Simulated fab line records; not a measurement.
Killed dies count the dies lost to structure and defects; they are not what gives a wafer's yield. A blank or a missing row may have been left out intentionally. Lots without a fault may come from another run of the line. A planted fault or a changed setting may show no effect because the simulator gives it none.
Struck lot and sound lot, side by side | flow n5-finfet | 40 out of 1938 route steps
Sound: these wafers, L275.1, L275.3, L275.4. Struck: wafers L277.4, L277.6. (L277.2 of the same lot was not struck and is left out.) The cause comes at the end.
For every step that has rows: the tool of each side, followed by ch and its chambers, followed by its first start. Under that, the readings that differ: sound wafers | struck wafers | difference of the means | sigmas: that difference in standard deviations of wafers without a fault.
alike: readings with means less than 2 such deviations apart, plus words and numbers identical on both sides. not compared: withheld readings, readings lacking a value on some wafer, bounds such as >300 that could conceal the same value, and numbers that have no deviation in the record and whose values overlap.
The two part at a step that has a row with sigmas, a row that says differs or no value, or rows on one side only. Numbers that have no deviation but don't overlap get no sigmas and don't part them. A reading missing from all wafers of one side parts the sides only when that side holds two or more wafers.

first, 9 steps without rows for these wafers: N5_BEOL_M4_ANNEAL_95 (time 240 s); N5_BEOL_M4_SPUTTER_96 (material Cu, target thk 4.5 nm, time 8.29 s); N5_BEOL_M4_ECD_50 (material Cu, target thk 300 nm); N5_BEOL_M4_ANNEAL_51 (time 90 s); N5_BEOL_M4_CMP_52 (polishes, stops on SiOC, t overpolish 6.8 s, target thk 40 nm); N5_BEOL_M4_PRE_CLEAN_60 (time 15 s); N5_BEOL_M4_CO_CAP_55 (material Co, precursor CCTBA/H2, target thk 2 nm, time 102.1 s); N5_BEOL_M4_PRE_CLEAN_56 (time 15 s); N5_BEOL_M4_DEP_57 (deposits SiCN from 3MS/NH3, target thk 8 nm, time 14 s).
N5_BEOL_M4_RC_MEAS_101:
  sound on prober-01 ch 0, day 9 20:49; struck on prober-01 ch 0, day 10 11:22
  alike: DIBL_N, DIBL_P, IOFF_N, IOFF_P, ION_N, ION_P, SS_N, SS_P, VT_N, VT_P
then, 24 steps without rows for these wafers: N5_BEOL_M5_ILD_DEP_00 (deposits SiCOH lowk from DEMS/porogen, target thk 140.64 nm, time 25.9 s); N5_BEOL_M5_CURE_79 (cures SiCOH lowk, time 240 s); N5_BEOL_M5_PECVD_70 (deposits SiO2 from TEOS/O2, target thk 16 nm, time 18 s); N5_BEOL_M5_HM_DEP_02 (deposits TiN, target thk 20 nm); N5_BEOL_M5_COAT_59 (time 60 s, resist thk 60 nm); N5_BEOL_M5_COAT_60 (time 60 s, resist thk 12 nm); N5_BEOL_M5_COAT_71 (time 60 s, resist thk 5 nm); N5_BEOL_M5_COAT_05 (resist thk 30 nm); N5_BEOL_M5_EBR_07; N5_BEOL_M5_SOFTBAKE_06 (time 60 s); N5_BEOL_M5_EXPOSE_08 (exposes mask M5, target cd 28 nm); N5_BEOL_M5_PEB_09 (peb time 60 s); N5_BEOL_M5_DEVELOP_10 (develop time 30 s); N5_BEOL_M5_DESCUM_16 (chemistry O2, time 7 s); N5_BEOL_M5_ETCH_72 (etches underlayer in N2/H2, target depth 6.5 nm, time 5.2 s); N5_BEOL_M5_ETCH_61 (etches SiARC in CF4, target depth 15.6 nm, time 26 s); N5_BEOL_M5_ETCH_62 (etches SOC in N2/H2, target depth 75 nm, overetch 15 nm, time 112.5 s); N5_BEOL_M5_STRIP_63 (strips in N2/H2); N5_BEOL_M5_STRIP_73 (strips in N2/H2); N5_BEOL_M5_STRIP_64 (strips in CF4); N5_BEOL_M5_HM_OPEN_17 (chemistry Cl2/BCl3, target TiN, target depth 20 nm, overetch 6 nm); N5_BEOL_M5_STRIP_19 (strips in O2); N5_BEOL_M5_COAT_65 (time 60 s, resist thk 60 nm); N5_BEOL_M5_COAT_66 (time 60 s, resist thk 12 nm).
N5_BEOL_M10_HM_OPEN_17: chemistry Cl2/BCl3, target TiN, target depth 20 nm, overetch 6 nm.
  sound on rie-metal-01 ch 0,1, day 11 20:26; struck on rie-metal-01 ch 1, day 12 06:26
  reading                                   | sound            | struck     | difference | sigmas
  model.etch.depth-nm (nm)                  | 19.84 19.7 19.54 | 15.2 15.12 | -4.5       |
  model.SOC_of_BEOL_M10_COAT_59.thk-nm (nm) | 92 92 92         | 95.6 95.6  | +3.6       |
  alike: drypump-motor-current-A, oes-product-au, rf-fwd-power-W, throttle-valve-pct
  not compared: rf-hours-counter-h
N5_BEOL_M10_VIA_ETCH_34: etches SiCOH lowk in C4F6/O2, target depth 184.5 nm, time 69.2 s.
  sound on rie-diel-01 ch 0,1,3, day 11 22:08; struck on rie-diel-01 ch 1,3, day 12 08:32
  reading               | sound          | struck    | difference | sigmas
  oes-product-au (a.u.) | 0.75 0.70 0.80 | 0.28 0.31 | -0.45      | -6
  alike: O2_flow_sccm, drypump-motor-current-A, rf-fwd-power-W, rf-vpp-V, showerhead-plenum-p-Torr, throttle-valve-pct
  not compared: rf-hours-counter-h
N5_BEOL_M10_OCD_MEAS_38:
  sound on ocd-02, day 11 22:25; struck on ocd-02, day 12 08:49
  reading              | sound             | struck  | difference | sigmas
  trench-depth-nm (nm) | 149.2 144.1 147.4 | 4.6 4.0 | -142.6     | -65
N5_BEOL_M10_CD_MEAS_35 targets a cd of 70 nm.
  sound on cd-sem-01, day 11 22:35; struck on cd-sem-03, day 12 08:58
  reading    | sound          | struck | difference                    | sigmas
  cd-nm (nm) | 69.1 69.5 70.1 | - -    | no value on the struck wafers |
N5_BEOL_M10_THK_MEAS_53: measures by xrf.
  sound on film-metro-01, day 12 02:03; struck on film-metro-01, day 12 11:01
  reading      | sound             | struck | difference                    | sigmas
  M10_THK (nm) | 140.0 133.4 136.8 | - -    | no value on the struck wafers |
N5_PASSIVATION_PROBE_49:
  record: rows for the struck wafers here (prober-01, day 14 08:30), none for the sound ones

## WHERE THEY PART
At N5_BEOL_M10_VIA_ETCH_34 first; at N5_PASSIVATION_PROBE_49 last (within this record only).

WHY: the cause the simulator had injected
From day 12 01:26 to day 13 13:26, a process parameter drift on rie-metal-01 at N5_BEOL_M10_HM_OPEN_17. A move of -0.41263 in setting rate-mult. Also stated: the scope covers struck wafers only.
